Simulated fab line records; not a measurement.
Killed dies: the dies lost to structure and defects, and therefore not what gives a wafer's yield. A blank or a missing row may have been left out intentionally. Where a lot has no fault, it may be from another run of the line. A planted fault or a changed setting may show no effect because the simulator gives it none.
Which of the tools did it? -- flow n5Finfet -- 6 lots, 14 wafers sampled, at 5 steps of a route of 1938

## WHAT EACH GAUGE READ, for each wafer
N5_BEOL_M1_INSPECT_59: inspects for defects (darkfield).
lot,measured,on,rawDefectCount
L233,day 7 20:10,defectInspect-01,59 57 84
L235,day 8 21:42,defectInspect-01,55 49 67
L241,day 10 13:40,defectInspect-01,46 49 67
L243,day 10 16:59,defectInspect-02,678
L244,day 11 06:46,defectInspect-01,565
L249,day 11 20:22,defectInspect-02,43 64 49

## TOOL THAT RAN EACH LOT (tool first, then ch and the chambers of the sampled wafers, then the start)
lot,N5_BEOL_M1_ANNEAL_91,N5_BEOL_M1_SPUTTER_94,N5_BEOL_M1_CO_CAP_55,N5_BEOL_M1_PRE_CLEAN_56
L233,"pvdSputter-02, day 7 18:29","pvdSputter-02, day 7 18:51","cvdCo-01 ch 0,1,2, day 7 19:57","pecvd-01 ch 0,1,2, day 7 20:02"
L235,"pvdSputter-01, day 8 20:02","pvdSputter-01, day 8 20:24","cvdCo-02 ch 0,2, day 8 21:29","pecvd-04 ch 0,2, day 8 21:35"
L241,"pvdSputter-02, day 10 11:44","pvdSputter-02, day 10 12:06","cvdCo-01 ch 0,1,2, day 10 13:27","pecvd-01 ch 0,1,2, day 10 13:33"
L243,"pvdSputter-03, day 10 14:52","pvdSputter-03, day 10 15:14","cvdCo-01 ch 1, day 10 16:47","pecvd-01 ch 2, day 10 16:52"
L244,"pvdSputter-01, day 11 05:07","pvdSputter-01, day 11 05:28","cvdCo-02 ch 0, day 11 06:33","pecvd-01 ch 2, day 11 06:38"
L249,"pvdSputter-01, day 11 18:43","pvdSputter-01, day 11 19:04","cvdCo-02 ch 0,2, day 11 20:09","pecvd-02 ch 0,2, day 11 20:16"
- N5_BEOL_M1_ANNEAL_91: time 240 s.
- N5_BEOL_M1_SPUTTER_94: material Cu, target thk 4.5 nm, time 8.29 s.
- N5_BEOL_M1_CO_CAP_55: material Co, precursor CCTBA/H2, target thk 2 nm, time 102.1 s.
- N5_BEOL_M1_PRE_CLEAN_56: time 15 s.

## THE ANSWER, worked out from the rows above alone
Rule: the lots themselves supply what counts as usual. Put in order of their means at a reading, lots are off if they are a third of the lots or fewer, leave a main group of 4 or more, and stand apart from it by a gap of 3 or more times the standard deviation of the main group's means; of several such gaps the widest counts. A main group whose means are all the same, to the digits that the tables above print for the reading, isn't used. A lot without any number at a reading at which 4 lots or more have one is off too. Where the step has rows for the other lots, those lots are counted as sound.
Off: L243, L244, at N5_BEOL_M1_INSPECT_59 (rawDefectCount). Mean 57 and standard deviation 5.6 in the main group.
A tool fits if, at a process step before that reading, it ran every lot that is off, and no sound lot after the first of them. Those tools and the gauges at N5_BEOL_M1_INSPECT_59 are tried in the same way. One fits: N5_BEOL_M1_PRE_CLEAN_56 on pecvd-01. A fault onset in the window from L241 (day 10 13:33, its last sound lot) to L243 (day 10 16:52, its first lot off) fits.

## WHAT THE SIMULATOR HAD INSERTED
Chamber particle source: pecvd-01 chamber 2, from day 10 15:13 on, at N5_BEOL_M1_PRE_CLEAN_56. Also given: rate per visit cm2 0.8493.
Lots struck among those shown: L243, L244. The rule given above showed the same thing.
